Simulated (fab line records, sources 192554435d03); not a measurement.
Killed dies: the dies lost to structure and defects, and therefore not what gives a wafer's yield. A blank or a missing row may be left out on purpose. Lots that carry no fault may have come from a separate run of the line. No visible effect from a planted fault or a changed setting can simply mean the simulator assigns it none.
Chamber matching -- flow n5Finfet -- N5_BEOL_M6_ETCH_62 on rieDiel-03: 4 sister chambers
The step etches SOC in N2/H2, target depth 110 nm, overetch 22 nm, time 165 s. 18 wafers are shown with their chamber, then 9 later ones without.

== WAFERS PAIRED WITH THEIR CHAMBERS ==
wafer,chamber,drypumpMotorCurrentA (A),throttleValvePct (%),showerheadPlenumPTorr (Torr)
L076.1,1,6.6,18.28,2.42
L076.2,0,5.1,17.89,2.59
L076.5,1,6.6,18.29,2.42
L077.1,3,6.5,17.44,2.69
L077.2,2,4.8,17.56,2.50
L077.3,0,5.0,17.90,2.58
L080.2,2,4.8,17.57,2.50
L080.4,1,6.6,18.30,2.42
L080.5,1,6.6,18.31,2.42
L079.1,3,6.5,17.44,2.69
L079.4,1,6.6,18.30,2.42
L079.6,1,6.6,18.31,2.41
L084.3,0,5.0,17.91,2.58
L084.5,0,5.1,17.92,2.58
L084.6,2,4.8,17.58,2.50
L086.1,0,5.0,17.92,2.58
L086.3,3,6.5,17.46,2.68
L086.4,0,5.0,17.92,2.58

SIGNATURES (averages over the wafers above)
reading,chamber 0,chamber 1,chamber 2,chamber 3,scatter within a chamber
drypumpMotorCurrentA,5.033,6.600,4.800,6.500,0.0309
throttleValvePct,17.9100,18.2983,17.5700,17.4467,0.0118
showerheadPlenumPTorr,2.5817,2.4183,2.5000,2.6867,0.00408
Rule: distance of a wafer from a chamber = root of the sum over the readings of ((wafer's reading minus chamber's mean) / reading's scatter) squared. The wafer belongs to the nearest chamber; if the next one is less than 2 further off, it can't be placed. The scatter: take each reading less its chamber's mean, square it, sum over the shown wafers, divide by the number of wafers less the number of chambers, and take the root.

== WAFERS MISSING THEIR CHAMBER ==
wafer,drypumpMotorCurrentA (A),throttleValvePct (%),showerheadPlenumPTorr (Torr)
L085.1,4.8,17.60,2.49
L085.2,6.5,17.47,2.68
L085.5,4.8,17.60,2.49
L097.2,6.6,17.91,2.73
L097.3,4.8,17.64,2.48
L097.6,6.5,17.51,2.67
L096.2,4.8,17.65,2.48
L096.4,5.0,17.97,2.57
L096.6,5.0,17.98,2.57

== CHAMBER TAKEN BY EACH ==
wafer,from the rows above,in truth
L085.1,2,2
L085.2,3,3
L085.5,2,2
L097.2,3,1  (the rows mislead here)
L097.3,2,2
L097.6,3,3
L096.2,2,2
L096.4,0,0
L096.6,0,0
Correct placement for 8 of the 9. Left unplaced by these rows: 0. 1 placed wrongly.
